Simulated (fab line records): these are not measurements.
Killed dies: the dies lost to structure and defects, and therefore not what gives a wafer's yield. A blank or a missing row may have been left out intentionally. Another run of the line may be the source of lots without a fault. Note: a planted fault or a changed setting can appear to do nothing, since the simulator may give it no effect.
fab line records	flow nand_harc
record: lots: 14	wafers: 42	last_day: 24
route steps=1159 shown P_M2@342 THIN_TSV@1129 END@1159
lots that met no fault: from a run of the same line without faults
start_h: hours from the record's opening day to when the first of the lot's shown wafers began	wait_h: hours from the lot's prior step to this one	" identical to the entry in the row above	L1.1+2: a row that stands for several wafers	- no value, or no start was given	* or withheld: withheld	< > ~ a bound
route shown NAME@n: a module of which the file shows steps, and the number in the route of the first	usual: mean/standard deviation of fault-free wafers	same: alike in all rows	chamber/n: place in a boat	sites: each site's reading	_std_site: their standard deviation	_edge_site: outer sites' mean less inner sites'	radius_mm: for every site, how far away it sits from the centre of the wafer	mask NAME#n: copy n	behind: tool/chamber where the wafer was last shaped	hold: why the lot was held/for how many hours/how that ended	device: which transistor (n, p or np) failed to switch	end of line: the tests these same wafers got at the end of their route	for a step that has no rows: nothing shown but its recipe	killed: count of dies lost to structure and defects at first sort (not the wafer's yield)	map: shows each die of a wafer: x if killed, . if not, _ if none is there
set.NAME: setting as actually run; set.NAME@STEP: the setting as run at that earlier step	model.NAME: the simulator's own value behind a step, which no gauge read
the route's steps for a sample of lots (tables are steps, rows are wafers)
services: a tool's chamber out of use, with start hour (start_h, from the record's first day; less than 0 if before it), hours out, and reason
== steps ==
step: NHARC_P_M2_ECD_22
recipe: target_thk_a: 4000	bath_temp_c: 25	material: Cu
lot.wafer	tool	chamber	start_h	wait_h
L107.1+4+3	ecd_cu-01	1,1,0	118.95	-
L109.2+1+6	ecd_cu-02	0,1,1	128.96	-
L108.3+4+5	ecd_cu-02	1,0,0	129.53	-
L111.1+3+6	ecd_cu-02	0,1,1	146.69	-
L110.2+1+4	ecd_cu-01	0,1,1	146.89	-
L114.2+4+3	ecd_cu-02	0,0,1	162.23	-
L116.2+1+5	ecd_cu-01	0,1,1	178.30	-
L115.2+1+4	ecd_cu-01	1,0,0	178.60	-
L117.3+4+5	ecd_cu-01	1,0,1	184.15	-
L123.2+4+6	ecd_cu-02	1,1,0	228.82	-
L124.2+1+6	ecd_cu-02	0,1,0	229.17	-
L127.2+4+6	ecd_cu-02	1,0,1	246.24	-
L128.1+4+6	ecd_cu-02	0,1,0	255.83	-
L129.4+3+5	ecd_cu-02	0,1,0	256.46	-
step: NHARC_THIN_TSV_PVD_19
recipe: target_thk_a: 200	chamber_pressure_pa: 5	material: TaN
usual: throttle_valve_pct: 30.0/0.85
lot.wafer	tool	chamber	start_h	wait_h	throttle_valve_pct
L109.1	pvd_sputter-01	-	-	-	31.9
L109.2	"	-	"	"	29.4
L109.6	"	-	"	"	29.5
L107.4	pvd_sputter-03	-	-	-	29.1
L107.1	"	-	"	"	30.4
L107.3	"	-	"	"	30.6
L108.4	pvd_sputter-01	-	-	-	29.5
L108.3	"	-	"	"	30.1
L108.5	"	-	"	"	29.7
L110.2	pvd_sputter-01	-	-	-	29.3
L110.4	"	-	"	"	29.6
L110.1	"	-	"	"	31.8
L111.3	pvd_sputter-02	-	-	-	30.0
L111.1	"	-	"	"	30.4
L111.6	"	-	"	"	29.8
L114.3	pvd_sputter-01	-	-	-	29.8
L114.2	"	-	"	"	31.8
L114.4	"	-	"	"	29.4
L115.4	pvd_sputter-03	-	-	-	30.5
L115.1	"	-	"	"	28.9
L115.2	"	-	"	"	28.2
L116.1	pvd_sputter-03	-	-	-	30.5
L116.2	"	-	"	"	28.9
L116.5	"	-	"	"	28.2
L117.3	pvd_sputter-02	-	-	-	30.0
L117.4	"	-	"	"	30.6
L117.5	"	-	"	"	29.2
L123.2	pvd_sputter-01	-	-	-	31.4
L123.4	"	-	"	"	29.5
L123.6	"	-	"	"	31.1
L124.1	pvd_sputter-03	-	-	-	28.0
L124.2	"	-	"	"	30.5
L124.6	"	-	"	"	30.6
L128.4	pvd_sputter-01	-	-	-	31.1
L128.1	"	-	"	"	29.1
L128.6	"	-	"	"	31.0
L127.4	pvd_sputter-01	-	-	-	29.5
L127.2	"	-	"	"	28.9
L127.6	"	-	"	"	31.0
L129.4	pvd_sputter-01	-	-	-	31.1
L129.3	"	-	"	"	30.9
L129.5	"	-	"	"	29.6
step: NHARC_THIN_TSV_PVD_51
recipe: target_thk_a: 1000	chamber_pressure_pa: 5	material: Cu
usual: throttle_valve_pct: 29.9/0.88
lot.wafer	tool	chamber	start_h	wait_h	throttle_valve_pct
L109.2	pvd_sputter-01	-	-	-	30.0
L109.1	"	-	"	"	29.9
L109.6	"	-	"	"	29.9
L107.1	pvd_sputter-03	-	-	-	29.1
L107.4	"	-	"	"	30.3
L107.3	"	-	"	"	30.4
L108.3	pvd_sputter-01	-	-	-	30.1
L108.4	"	-	"	"	31.7
L108.5	"	-	"	"	29.3
L110.2	pvd_sputter-01	-	-	-	31.7
L110.4	"	-	"	"	29.4
L110.1	"	-	"	"	29.5
L111.3	pvd_sputter-02	-	-	-	29.1
L111.1	"	-	"	"	29.9
L111.6	"	-	"	"	29.4
L114.4	pvd_sputter-01	-	-	-	31.8
L114.2	"	-	"	"	29.4
L114.3	"	-	"	"	30.0
L115.4	pvd_sputter-03	-	-	-	30.5
L115.2	"	-	"	"	30.9
L115.1	"	-	"	"	28.8
L116.1	pvd_sputter-03	-	-	-	30.7
L116.2	"	-	"	"	29.0
L116.5	"	-	"	"	28.0
L117.3	pvd_sputter-02	-	-	-	29.1
L117.4	"	-	"	"	29.8
L117.5	"	-	"	"	29.1
L123.2	pvd_sputter-01	-	-	-	28.8
L123.4	"	-	"	"	30.9
L123.6	"	-	"	"	30.8
L124.1	pvd_sputter-03	-	-	-	30.5
L124.2	"	-	"	"	29.1
L124.6	"	-	"	"	30.2
L128.1	pvd_sputter-01	-	-	-	31.1
L128.4	"	-	"	"	30.8
L128.6	"	-	"	"	29.4
L127.4	pvd_sputter-01	-	-	-	29.7
L127.2	"	-	"	"	29.0
L127.6	"	-	"	"	31.1
L129.4	pvd_sputter-01	-	-	-	31.2
L129.3	"	-	"	"	31.1
L129.5	"	-	"	"	31.2
step: NHARC_THIN_TSV_DEGAS_53
recipe: temp_c: 300	time_s: 60
usual: heater_power_w: 435/39
lot.wafer	tool	chamber	start_h	wait_h	heater_power_w
L109.1	pvd_sputter-01	-	436.31	0.1	452
L109.2	"	-	"	"	455
L109.6	"	-	"	"	460
L107.3	pvd_sputter-02	-	438.97	0.1	377
L107.4	"	-	"	"	392
L107.1	"	-	"	"	428
L108.4	pvd_sputter-03	-	441.20	0.1	363
L108.3	"	-	"	"	443
L108.5	"	-	"	"	431
L110.1	pvd_sputter-01	-	442.31	0.1	462
L110.4	"	-	"	"	509
L110.2	"	-	"	"	435
L111.3	pvd_sputter-02	-	444.03	0.1	494
L111.1	"	-	"	"	435
L111.6	"	-	"	"	473
L114.4	pvd_sputter-01	-	463.22	0.1	508
L114.2	"	-	"	"	455
L114.3	"	-	"	"	448
L115.2	pvd_sputter-01	-	479.15	0.1	450
L115.1	"	-	"	"	462
L115.4	"	-	"	"	458
L116.1	pvd_sputter-02	-	488.05	0.1	406
L116.2	"	-	"	"	464
L116.5	"	-	"	"	410
L117.4	pvd_sputter-02	-	489.28	0.1	410
L117.3	"	-	"	"	433
L117.5	"	-	"	"	397
L123.4	pvd_sputter-03	-	537.67	0.1	461
L123.2	"	-	"	"	416
L123.6	"	-	"	"	468
L124.1	pvd_sputter-02	-	538.65	0.1	400
L124.2	"	-	"	"	436
L124.6	"	-	"	"	434
L128.4	pvd_sputter-03	-	554.80	0.1	376
L128.1	"	-	"	"	415
L128.6	"	-	"	"	376
L127.2	pvd_sputter-02	-	565.87	0.1	394
L127.4	"	-	"	"	428
L127.6	"	-	"	"	379
L129.3	pvd_sputter-02	-	567.14	0.1	406
L129.4	"	-	"	"	467
L129.5	"	-	"	"	393
step: NHARC_END_SORT_01
recipe: temp_c: 25
usual: defect_limited_yield: 95.4/1.7	killed_at_array: 27/11	killed_at_other: 0.6/0.89	killed_at_periphery: 3.0/2.4	killed_dies: 31/12	killed_open: 3.2/1.6	killed_short: 2.0/1.5	sort_bin_2_pct: 1.5/0.69	sort_bin_3_pct: 0.23/0.22	sort_bin_4_pct: 2.9/1.1	sort_n_pass: 646/12	sort_rim_yield_pct: 94/3.3	sort_yield_pct: 95.4/1.7
same: gross_dies: 677	sort_bin_5_pct[%]: 0	sort_bin_6_pct[%]: 0	sort_bin_7_pct[%]: 0	sort_bin_8_pct[%]: 0	sort_rim_n_gross: 106.00
lot.wafer	tool	chamber	start_h	wait_h	defect_limited_yield[%]	killed_at_array	killed_at_other	killed_at_periphery	killed_dies	killed_open	killed_short	sort_bin_2_pct[%]	sort_bin_3_pct[%]	sort_bin_4_pct[%]	sort_n_pass	sort_rim_yield_pct[%]	sort_yield_pct[%]
L115.1	prober-01	0	489.95	2.5	69.9	14	0	190	204	2	2	9.9	1.62	18.6	473	73	69.9
L115.2	prober-01	0	490.74	2.8	64.7	13	0	226	239	2	3	14.0	2.51	18.8	438	62	64.7
L115.4	prober-01	0	492.32	3.4	62.0	9	1	247	257	3	1	11.8	2.07	24.1	420	62	62.0
L116.1	prober-02	0	498.77	2.4	65.7	30	1	201	232	0	1	12.0	1.62	20.7	445	65	65.7
L116.2	prober-02	0	499.57	2.8	65.7	31	0	201	232	6	0	13.3	2.51	18.5	445	65	65.7
L116.5	prober-02	0	501.97	3.7	62.3	32	1	222	255	4	4	12.9	1.33	23.5	422	66	62.3
L117.3	prober-01	0	500.48	3.1	66.5	28	0	199	227	5	2	10.0	1.62	21.9	450	64	66.5
L117.4	prober-01	0	501.29	3.4	65.9	26	0	205	231	1	1	10.6	2.07	21.4	446	73	65.9
L117.5	prober-01	0	502.10	3.7	65.4	21	0	213	234	3	5	10.9	2.07	21.6	443	70	65.4
L124.1	prober-02	0	547.69	2.5	97.8	11	1	3	15	3	1	0.3	0.15	1.8	662	97	97.8
L124.2	prober-02	0	548.51	2.8	97.6	12	1	3	16	4	5	0.6	0.15	1.6	661	96	97.6
L124.6	prober-02	0	551.75	4.1	97.9	13	1	0	14	3	1	0.4	0	1.6	663	93	97.9
L123.2	prober-01	0	548.47	2.8	89.5	64	0	7	71	3	4	3.8	1.03	5.6	606	91	89.5
L123.4	prober-01	0	550.07	3.4	92.3	45	0	7	52	6	4	2.7	0.15	4.9	625	93	92.3
L123.6	prober-01	0	551.67	4.0	93.8	41	0	1	42	2	3	1.9	0.59	3.7	635	90	93.8
L127.2	prober-02	0	576.53	2.8	92.5	46	0	5	51	3	2	2.4	0.44	4.7	626	88	92.5
L127.4	prober-02	0	578.13	3.4	92.2	51	0	2	53	4	4	2.7	0.15	5.0	624	90	92.2
L127.6	prober-02	0	579.72	4.0	93.9	39	0	2	41	4	2	1.9	0.15	4.0	636	93	93.9
killed by level:class
L115.1 P_M2:unspecified=188 A_CHANNEL_HOLE_D1:chamber_film_flake=5 A_CONTACT:chamber_film_flake=2 A_STAIRCASE:chamber_film_flake=2 P_CONTACT:geometric_particle:open=1 A_CHANNEL_FILL_D1:geometric_particle:short=1 A_CONTACT:geometric_particle:open=1 A_M0:geometric_particle:short=1
L115.2 P_M2:unspecified=222 A_CHANNEL_HOLE_D1:chamber_film_flake=6 A_STAIRCASE:chamber_film_flake=3 P_CONTACT:geometric_particle:open=1 P_M0:geometric_particle:short=1 P_M1:geometric_particle:open=1 A_CONTACT:geometric_particle:short=1 A_BLC:geometric_particle:short=1
L115.4 P_M2:unspecified=245 A_STAIRCASE:chamber_film_flake=3 P_CONTACT:geometric_particle:open=1 A_CONTACT:geometric_particle:open=1 A_BLC:geometric_particle:open=1 A_M0:geometric_particle:short=1 P_ZERO_WELL:chamber_film_flake=1 A_CHANNEL_HOLE_D1:chamber_film_flake=1
L116.1 P_M2:unspecified=200 A_CHANNEL_HOLE_D1:chamber_film_flake=10 A_SLIT:chamber_film_flake=7 A_CONTACT:chamber_film_flake=6 A_STAIRCASE:chamber_film_flake=5 A_WL_FILL:geometric_particle:short=1 P_GATE:chamber_film_flake=1 A_ZERO_WELL:chamber_film_flake=1
L116.2 P_M2:unspecified=198 A_CHANNEL_HOLE_D1:chamber_film_flake=13 A_SLIT:chamber_film_flake=8 A_CONTACT:geometric_particle:open=2 A_M0:geometric_particle:open=2 A_CONTACT:chamber_film_flake=2 P_M1:geometric_particle:open=1 A_BLC:geometric_particle:open=1
L117.3 P_M2:unspecified=196 A_CHANNEL_HOLE_D1:chamber_film_flake=12 A_SGD_CUT:chamber_film_flake=7 A_STAIRCASE:chamber_film_flake=2 P_M0:geometric_particle:short=1 P_M2:geometric_particle:open=1 A_SOURCE_PLATE:geometric_particle:short=1 A_ONON_D1:geometric_particle:open=1
L117.4 P_M2:unspecified=203 A_CHANNEL_HOLE_D1:chamber_film_flake=11 A_SGD_CUT:chamber_film_flake=5 A_STAIRCASE:chamber_film_flake=5 A_CONTACT:chamber_film_flake=4 P_M0:geometric_particle:open=1 A_BLC:geometric_particle:short=1 P_STI:chamber_film_flake=1
L116.5 P_M2:unspecified=221 A_CHANNEL_HOLE_D1:chamber_film_flake=17 A_SLIT:chamber_film_flake=5 A_SGD_CUT:geometric_particle:short=2 A_ZERO_WELL:chamber_film_flake=2 P_CONTACT:geometric_particle:open=1 A_CHANNEL_HOLE_D1:geometric_particle:short=1 A_SGD_CUT:geometric_particle:open=1
L117.5 P_M2:unspecified=209 A_CHANNEL_HOLE_D1:chamber_film_flake=11 A_ONON_D1:geometric_particle:short=2 A_WL_FILL:geometric_particle:short=2 P_STI:geometric_particle:short=1 A_CHANNEL_FILL_D1:geometric_particle:open=1 A_WL_FILL:geometric_particle:open=1 A_CONTACT:geometric_particle:open=1
L124.1 P_BONDPAD:chamber_film_flake=3 A_CONTACT:chamber_film_flake=3 A_CHANNEL_HOLE_D1:chamber_film_flake=2 A_WL_FILL:geometric_particle:short=1 A_WL_FILL:geometric_particle:open=1 A_CONTACT:geometric_particle:open=1 A_M1:geometric_particle:open=1 A_STAIRCASE:chamber_film_flake=1
L123.2 A_CHANNEL_HOLE_D1:chamber_film_flake=24 A_SLIT:chamber_film_flake=21 A_CONTACT:chamber_film_flake=5 A_CHANNEL_FILL_D1:chamber_film_flake=4 P_M1:chamber_film_flake=2 P_M2:chamber_film_flake=2 A_STAIRCASE:chamber_film_flake=2 P_STI:geometric_particle:short=1
L124.2 A_CHANNEL_HOLE_D1:chamber_film_flake=5 P_CONTACT:geometric_particle:open=1 P_M0:geometric_particle:short=1 P_M1:geometric_particle:open=1 A_ONON_D1:geometric_particle:short=1 A_WL_FILL:geometric_particle:short=1 A_CONTACT:geometric_particle:open=1 A_CONTACT:geometric_particle:short=1
L123.4 A_CHANNEL_HOLE_D1:chamber_film_flake=20 A_SLIT:chamber_film_flake=11 A_CONTACT:geometric_particle:short=3 P_GATE:chamber_film_flake=3 A_STAIRCASE:chamber_film_flake=3 P_M2:geometric_particle:open=2 P_M0:geometric_particle:open=1 A_ONON_D1:geometric_particle:open=1
L123.6 A_SLIT:chamber_film_flake=15 A_CHANNEL_HOLE_D1:chamber_film_flake=14 A_CHANNEL_FILL_D1:chamber_film_flake=3 A_CONTACT:chamber_film_flake=2 A_CHANNEL_FILL_D1:geometric_particle:short=1 A_WL_FILL:geometric_particle:short=1 A_CONTACT:geometric_particle:open=1 A_BLC:geometric_particle:open=1
L124.6 A_CHANNEL_HOLE_D1:chamber_film_flake=4 A_STAIRCASE:chamber_film_flake=3 A_WL_FILL:geometric_particle:open=2 A_CONTACT:chamber_film_flake=2 A_WL_FILL:geometric_particle:short=1 STARTING-WAFER:geometric_particle:open=1 A_SGD_CUT:chamber_film_flake=1
L127.2 A_CHANNEL_HOLE_D1:chamber_film_flake=20 A_SLIT:chamber_film_flake=16 P_STI:chamber_film_flake=2 A_ZERO_WELL:chamber_film_flake=2 A_STAIRCASE:chamber_film_flake=2 A_CONTACT:chamber_film_flake=2 P_CONTACT:geometric_particle:open=1 A_ONON_D1:geometric_particle:short=1
L127.4 A_CHANNEL_HOLE_D1:chamber_film_flake=21 A_SLIT:chamber_film_flake=11 A_CONTACT:chamber_film_flake=10 A_SOURCE_PLATE:geometric_particle:short=2 A_CONTACT:geometric_particle:open=2 P_M0:geometric_particle:open=1 P_M2:geometric_particle:open=1 A_CHANNEL_FILL_D1:geometric_particle:short=1
L127.6 A_CHANNEL_HOLE_D1:chamber_film_flake=14 A_SLIT:chamber_film_flake=14 A_CONTACT:chamber_film_flake=5 A_CHANNEL_FILL_D1:geometric_particle:open=2 A_ZERO_WELL:chamber_film_flake=2 P_CONTACT:geometric_particle:open=1 P_M2:geometric_particle:short=1 A_CHANNEL_FILL_D1:geometric_particle:short=1
== services ==
tool	chamber	start_h	hours	kind
pvd_sputter-01	-	96.28	6.6	repair
pvd_sputter-03	-	102.07	10.0	pm
pvd_sputter-01	-	120.94	9.4	repair
pvd_sputter-03	-	132.23	4.0	repair
pvd_sputter-01	-	158.00	10.0	pm
ecd_cu-02	-	169.64	1.8	repair
ecd_cu-02	-	178.05	0.6	repair
ecd_cu-02	-	180.09	8.0	pm
pvd_sputter-03	-	181.42	3.0	repair
pvd_sputter-01	-	195.19	0.7	repair
pvd_sputter-01	-	213.99	1.0	repair
pvd_sputter-02	-	214.05	10.0	pm
ecd_cu-02	-	268.63	4.9	repair
pvd_sputter-03	-	280.07	10.0	pm
pvd_sputter-01	-	330.34	14.9	repair
pvd_sputter-01	-	345.29	10.0	pm
ecd_cu-02	-	356.09	8.0	pm
pvd_sputter-03	-	364.54	1.7	repair
pvd_sputter-02	-	392.05	10.0	pm
pvd_sputter-03	-	458.07	10.0	pm
pvd_sputter-02	-	496.49	5.5	repair
pvd_sputter-01	-	523.33	10.0	pm
ecd_cu-02	-	532.09	8.0	pm
ecd_cu-02	-	554.75	0.7	repair
== key ==
first_sign: step: NHARC_END_SORT_01	reading: killed_at_periphery	direction: up	sigmas: 87	usual: 3.0	struck: 211.6
effect: step: NHARC_END_SORT_01	reading: killed_dies	direction: up	sigmas: 18	usual: 31	struck: 235
more_kills_born_at: NHARC_P_M2_ECD_22@ecd_cu-01: 1882
met_at NHARC_P_M2_ECD_22
struck_lots L115,L116,L117
not_acting_at NHARC_THIN_TSV_PVD_19,NHARC_THIN_TSV_PVD_51,NHARC_THIN_TSV_DEGAS_53
fault: kind: chamber_particle_source	tool: ecd_cu-01	chamber: -	onset_h: 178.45	steps: NHARC_P_M2_ECD_22	rate_per_visit_cm2: 0.41271	end_h: 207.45
